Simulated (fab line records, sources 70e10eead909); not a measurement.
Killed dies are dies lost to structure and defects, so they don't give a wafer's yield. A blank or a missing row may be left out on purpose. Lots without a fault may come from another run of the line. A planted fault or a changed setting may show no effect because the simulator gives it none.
fab line records | flow nand_harc
record lots=14 wafers=39 last_day=24
route steps=1159 shown P_ZERO_WELL@16 P_STI@85 P_GATE@141
lots that met no fault: from a run of the same line without faults
start_h: hours from the record's first day to the start of the lot's first wafer shown | wait_h: hours since the lot's step before | " the same as in the row above | L1.1+2: a row that stands for several wafers | - no value, or no start given | * or withheld: withheld | < > ~ a bound
route shown NAME@n: a module of which the file shows steps, and the number in the route of the first | usual: mean/standard deviation of fault-free wafers | same: alike in all rows | chamber/n: place in a boat | sites: the reading at each site | _std_site: their standard deviation | _edge_site: outer sites' mean less inner sites' | radius_mm: how far each site lies from the wafer's centre | mask NAME#n: copy n | behind: the tool/chamber that last shaped the wafer | hold: why the lot was held/for how many hours/how that ended | device: the transistor (n, p or np) that didn't switch | end of line: the same wafers' tests at the end of the route | a step without rows: its recipe alone | killed: dies lost to structure and defects at the first sort, not the wafer's yield | map: a wafer's dies, x killed, . not, _ none there
set.NAME: the setting as run; set.NAME@STEP: as run at that earlier step | model.NAME: the simulator's own value behind a step, which no gauge read
steps of the route over a sample of lots; a table a step, a row a wafer
services: from which hour (start_h, from the record's first day; less than 0 if before it) a tool's chamber was out of use, for how many hours, and why
## steps
# step NHARC_P_ZERO_WELL_DESCUM_13
# recipe time_s=3 o2_flow_sccm=200 ar_flow_sccm=0 bias_power_w=0 chemistry=O2
# usual drypump_motor_current_A=5.6/0.47 mfc_ar_sccm=0.005/0.0067 oes_product_au=1.000/0.012 rf_vpp_V=57.6/0.89 showerhead_plenum_p_Torr=1.87/0.061 throttle_valve_pct=11.311/0.0095
# same time_s=3
# columns lot.wafer tool chamber start_h wait_h drypump_motor_current_A mfc_ar_sccm oes_product_au rf_hours_counter_h rf_vpp_V showerhead_plenum_p_Torr throttle_valve_pct
L696.2 rie_diel-10 2 13.41 - 5.3 0 1.005 0 57.3 1.89 11.311
L696.1 " 3 " " 5.1 0 1.002 0 56.9 1.81 11.315
L696.5 " 0 " " 5.9 0.005 0.995 - 56.2 1.84 11.312
L697.1 rie_diel-10 1 19.33 - 5.7 0 0.993 1 57.2 2.00 11.318
L697.3 " 2 " " 5.3 0 1.011 1 57.6 1.89 11.313
L697.4 " 1 " " 5.7 0 0.997 - 58.0 2.00 11.292
L699.4 rie_diel-06 0 31.27 - 4.8 0.015 1.005 10 58.2 1.91 11.306
L699.3 " 2 " " 5.9 0 1.013 11 56.5 1.80 11.303
L699.2 " 3 " " 6.2 0 1.015 11 58.3 1.93 11.327
L701.1 rie_diel-06 0 43.41 - 4.8 0.015 1.004 11 58.7 1.91 11.313
L701.4 " 1 " " 6.2 0.001 1.000 11 56.9 1.83 11.300
L701.3 " 3 " " 6.1 0 1.013 12 57.6 1.93 11.313
L702.4 rie_diel-11 3 49.40 - 5.9 0.005 0.986 3 58.4 1.86 11.307
L702.3 " 2 " " 5.4 0 1.007 2 57.2 1.79 11.315
L702.6 " 3 " " 6.0 0.005 0.990 - 58.7 1.86 11.311
L703.2 rie_diel-06 0 55.28 - 4.8 0.015 1.012 12 56.9 1.90 11.318
L703.1 " 2 " " 5.9 0 1.005 13 57.2 1.80 11.324
L703.6 " 3 " " 6.1 0 1.000 - 57.8 1.93 11.305
L704.2 rie_diel-06 1 61.40 - 6.2 0.001 0.996 12 56.7 1.83 11.317
L704.1 " 2 " " 5.9 0 1.007 13 56.8 1.80 11.324
L704.5 " 2 " " 5.9 0 1.005 - 56.7 1.80 11.300
L706.3 rie_diel-06 3 73.28 - 6.1 0 0.998 0 58.0 1.93 11.308
L706.4 " 0 " " 4.8 0.015 0.980 0 57.6 1.91 11.321
L706.1 " 1 " " 6.2 0.001 1.009 0 57.5 1.83 11.305
L707.2 rie_diel-11 3 79.42 - 6.0 0.005 0.988 5 58.2 1.86 11.304
L707.1 " 0 " " 5.1 0.018 1.024 3 57.5 1.93 11.307
L707.3 " 2 " " 5.4 0 1.024 5 57.0 1.79 11.296
L709.2 rie_diel-10 3 91.40 - 5.1 0 1.007 5 56.6 1.81 11.313
L709.5 " 1 " " 5.7 0 0.983 - 58.4 2.00 11.292
L709.4 " 0 " " 5.9 0.005 0.985 - 57.9 1.84 11.325
L713.3 rie_diel-11 2 115.56 - 5.4 0 1.020 7 56.6 1.79 11.313
L713.1 " 3 " " 6.0 0.005 0.993 7 56.3 1.86 11.311
L714.2 rie_diel-06 1 121.27 - 6.1 0.001 0.994 4 57.1 1.83 11.293
L714.5 " 2 " " 5.9 0 1.002 - 56.2 1.79 11.309
L715.3 rie_diel-06 0 127.30 - 4.8 0.015 0.976 4 57.3 1.90 11.313
L715.5 " 1 " " 6.2 0.001 1.006 - 58.1 1.83 11.335
L718.2 rie_diel-11 0 145.29 - 5.1 0.018 1.014 7 57.5 1.93 11.314
L718.3 " 2 " " 5.4 0 1.019 10 57.1 1.79 11.309
L718.6 " 0 " " 5.1 0.018 1.013 - 55.4 1.93 11.316
# step NHARC_P_STI_INSPECT_11
# usual raw_defect_count=5.5/2.6
# columns lot.wafer tool chamber start_h wait_h raw_defect_count
L696.1 defect_inspect-02 - 35.10 0.0 6
L696.2 " - " " 7
L696.5 " - " " 5
L697.1 defect_inspect-01 - 41.09 0.0 2
L697.3 " - " " 5
L697.4 " - " " 6
L699.2 defect_inspect-02 - 55.41 0.0 5
L699.3 " - " " 7
L699.4 " - " " 4
L701.1 defect_inspect-02 - 66.64 0.0 8
L701.3 " - " " 3
L701.4 " - " " 5
L702.3 defect_inspect-02 - 71.35 0.0 5
L702.4 " - " " 3
L702.6 " - " " 2
L703.1 defect_inspect-01 - 76.93 0.0 5
L703.2 " - " " 3
L703.6 " - " " 5
L704.1 defect_inspect-02 - 82.83 0.0 2
L704.2 " - " " 11
L704.5 " - " " 2
L706.1 defect_inspect-01 - 94.94 0.0 4
L706.3 " - " " 13
L706.4 " - " " 9
L707.1 defect_inspect-02 - 101.05 0.0 6
L707.2 " - " " 4
L707.3 " - " " 4
L709.2 defect_inspect-02 - 114.40 0.0 5
L709.4 " - " " 6
L709.5 " - " " 6
L713.1 defect_inspect-02 - 137.14 0.0 8
L713.3 " - " " 5
L714.2 defect_inspect-02 - 145.47 0.0 4
L714.5 " - " " 3
L715.3 defect_inspect-01 - 152.25 0.0 3
L715.5 " - " " 4
L718.2 defect_inspect-02 - 168.07 0.0 11
L718.3 " - " " 11
L718.6 " - " " 9
# step NHARC_P_STI_ETCH_42
# recipe target_depth_a=800 overetch_a=240 time_s=61 ion_energy_ev=200 n2_flow_sccm=150 h2_flow_sccm=150 ar_flow_sccm=0 rf_w=400 bias_w=150 chemistry=N2/H2
# usual drypump_motor_current_A=5.7/0.55 mfc_ar_sccm=0.009/0.014 oes_product_au=1.000/0.0073 rf_vpp_V=431.7/2.5 showerhead_plenum_p_Torr=2.08/0.087 throttle_valve_pct=14.172/0.0093
# same time_s=61
# columns lot.wafer tool chamber start_h wait_h drypump_motor_current_A mfc_ar_sccm oes_product_au rf_hours_counter_h rf_vpp_V showerhead_plenum_p_Torr throttle_valve_pct
L696.2 rie_diel-12 3 35.35 0.1 5.2 0 0.991 0.0 433.8 2.16 14.175
L696.1 " 1 " " 5.7 0 0.998 0.0 429.5 2.05 14.177
L696.5 " 1 " " 5.7 0 0.998 - 432.2 2.05 14.171
L697.1 rie_diel-05 1 41.33 0.1 5.8 0.026 0.999 1.3 432.3 2.10 14.168
L697.3 " 3 " " 6.4 0.006 0.998 1.2 435.7 2.19 14.203
L697.4 " 1 " " 5.8 0.026 0.996 - 432.8 2.11 14.187
L699.2 rie_diel-05 1 55.63 0.1 5.8 0.026 1.008 2.5 433.0 2.10 14.169
L699.4 " 2 " " 6.0 0 1.010 2.4 427.7 1.97 14.166
L699.3 " 0 " " 4.8 0 0.996 1.3 427.3 1.91 14.160
L701.4 rie_diel-12 2 66.86 0.1 5.1 0.041 0.999 0.8 430.4 2.05 14.188
L701.3 " 3 " " 5.2 0 0.998 1.2 434.8 2.15 14.178
L701.1 " 0 " " 6.7 0 1.010 0.7 436.2 2.21 14.164
L702.3 rie_diel-12 0 71.57 0.1 6.7 0 1.010 0.7 434.4 2.21 14.164
L702.4 " 2 " " 5.1 0.041 1.002 0.9 430.8 2.05 14.173
L702.6 " 0 " " 6.7 0 1.012 - 434.7 2.21 14.173
L703.2 rie_diel-08 2 77.15 0.1 5.6 0 1.005 3.0 431.2 2.04 14.168
L703.1 " 1 " " 5.3 0 0.999 3.3 429.4 2.04 14.178
L703.6 " 2 " " 5.6 0 1.006 - 431.4 2.04 14.182
L704.1 rie_diel-08 3 83.08 0.1 5.3 0 1.007 3.1 432.3 2.13 14.178
L704.2 " 1 " " 5.3 0 1.000 3.4 431.3 2.04 14.164
L704.5 " 3 " " 5.3 0 0.998 - 433.9 2.13 14.174
L706.3 rie_diel-05 0 95.16 0.1 4.8 0 1.001 2.6 427.3 1.91 14.173
L706.4 " 2 " " 6.0 0 1.014 3.8 430.4 1.97 14.182
L706.1 " 3 " " 6.4 0.006 0.993 3.8 436.0 2.19 14.150
L707.3 rie_diel-12 2 101.29 0.1 5.1 0.041 0.996 2.7 428.8 2.05 14.184
L707.1 " 0 " " 6.7 0 0.995 3.2 434.1 2.21 14.151
L707.2 " 1 " " 5.7 0 1.007 3.4 431.3 2.05 14.175
L709.4 rie_diel-08 0 114.63 0.1 6.2 0.023 0.989 3.5 434.3 2.20 14.179
L709.2 " 1 " " 5.3 0 1.001 4.3 430.5 2.04 14.160
L709.5 " 3 " " 5.2 0 0.991 - 430.7 2.13 14.174
L713.3 rie_diel-05 0 137.37 0.1 4.8 0 1.002 4.3 426.2 1.91 14.182
L713.1 " 1 " " 5.8 0.026 0.830 5.7 432.0 2.10 14.175
L714.2 rie_diel-05 3 145.70 0.1 6.4 0.006 1.001 5.9 433.9 2.18 14.159
L714.5 " 1 " " 5.8 0.026 0.841 - 433.3 2.10 14.159
L715.3 rie_diel-05 0 152.48 0.1 4.8 0 1.000 5.2 425.7 1.91 14.174
L715.5 " 2 " " 5.9 0 0.853 - 429.2 1.96 14.184
L718.3 rie_diel-08 3 168.29 0.1 5.3 0 0.993 0.9 432.9 2.13 14.164
L718.2 " 2 " " 5.6 0 1.008 0.8 431.2 2.04 14.167
L718.6 " 3 " " 5.3 0 0.997 - 433.7 2.13 14.169
# step NHARC_P_GATE_CD_MEAS_26
# recipe target_cd_nm=120 landing_energy_ev=500
# usual cd_nm=120.2/0.63
# columns lot.wafer tool chamber start_h wait_h cd_nm
L696.1 cd_sem-02 0 90.57 - 119.4
L696.2 " 0 " " 121.0
L696.5 " 0 " " 120.4
L697.1 cd_sem-02 0 100.11 - 121.3
L697.3 " 0 " " 121.5
L697.4 " 0 " " 120.5
L699.2 cd_sem-03 0 111.05 - 120.0
L699.3 " 0 " " 118.9
L699.4 " 0 " " 120.5
L701.1 cd_sem-02 0 117.92 - 119.6
L701.3 " 0 " " 120.2
L701.4 " 0 " " 120.6
L702.3 cd_sem-03 0 123.84 - 119.6
L702.4 " 0 " " 120.1
L702.6 " 0 " " 119.9
L703.1 cd_sem-03 0 133.62 - 121.2
L703.2 " 0 " " 120.0
L703.6 " 0 " " 120.5
L704.1 cd_sem-02 0 138.03 - 120.8
L704.2 " 0 " " 120.6
L704.5 " 0 " " 120.8
L706.1 cd_sem-03 0 149.70 - 120.2
L706.3 " 0 " " 120.7
L706.4 " 0 " " 120.0
L709.2 cd_sem-03 0 168.10 - 119.8
L709.4 " 0 " " 120.2
L709.5 " 0 " " 120.7
L707.1 cd_sem-02 0 168.30 - 120.1
L707.2 " 0 " " 120.1
L707.3 " 0 " " 120.2
L713.1 cd_sem-01 0 192.14 - 120.5
L713.3 " 0 " " 120.4
L714.2 cd_sem-01 0 198.87 - 120.4
L714.5 " 0 " " 119.4
L715.3 cd_sem-03 0 208.14 - 120.3
L715.5 " 0 " " 120.2
L718.2 cd_sem-01 0 221.11 - 121.0
L718.3 " 0 " " 119.4
L718.6 " 0 " " 120.7
## services
# columns tool chamber start_h hours kind
rie_diel-06 0 -5.80 - clean
rie_diel-10 - -0.50 9.0 pm
rie_diel-11 0 11.67 20.5 repair
rie_diel-11 - 12.50 9.0 pm
rie_diel-10 3 15.74 12.8 repair
rie_diel-12 - 25.40 9.0 pm
rie_diel-11 2 28.91 5.1 repair
rie_diel-05 3 32.01 4.6 repair
rie_diel-05 0 33.05 22.1 repair
rie_diel-11 0 35.90 6.3 repair
rie_diel-12 2 38.26 4.9 repair
rie_diel-08 2 46.33 4.2 repair
rie_diel-10 3 60.46 5.1 repair
rie_diel-06 - 64.20 9.0 pm
rie_diel-08 0 79.90 5.2 repair
rie_diel-10 2 87.15 17.1 repair
rie_diel-12 3 100.38 3.9 repair
rie_diel-06 - 109.20 0.7 repair
rie_diel-06 3 112.05 21.2 repair
rie_diel-08 - 124.80 9.0 pm
rie_diel-10 0 128.19 2.0 repair
rie_diel-12 - 131.52 0.3 repair
rie_diel-05 2 134.01 4.2 repair
rie_diel-05 - 163.60 9.0 pm
## key
first_sign step=NHARC_P_STI_ETCH_42 reading=oes_product_au direction=down sigmas=22 usual=1.000 struck=0.841
effect none on later readings
met_at NHARC_P_STI_ETCH_42
struck_lots L713,L714,L715
struck_wafers L713.1,L714.5,L715.5
sort_left_out L714.5
tester_left_out L713,L714,L715
not_acting_at NHARC_P_ZERO_WELL_DESCUM_13,NHARC_P_STI_INSPECT_11,NHARC_P_GATE_CD_MEAS_26
onset_between 95.16 137.37
fault kind=process_parameter_drift tool=rie_diel-05 chamber=- onset_h=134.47 steps=NHARC_P_STI_ETCH_42 channel=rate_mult offset=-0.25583 shape=step end_h=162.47 scope=struck_wafers_only
# tester_left_out: of these lots the tester's yield and bins aren't shown, on N5 and GAA mostly nor the transistor test; their killed dies are dies lost to structure and defects alone, not to doping, threshold or leakage, so they don't give the yield
# sort_left_out: the simulated sort isn't trusted on such a fault, so these wafers' sort isn't shown, and their yield isn't known
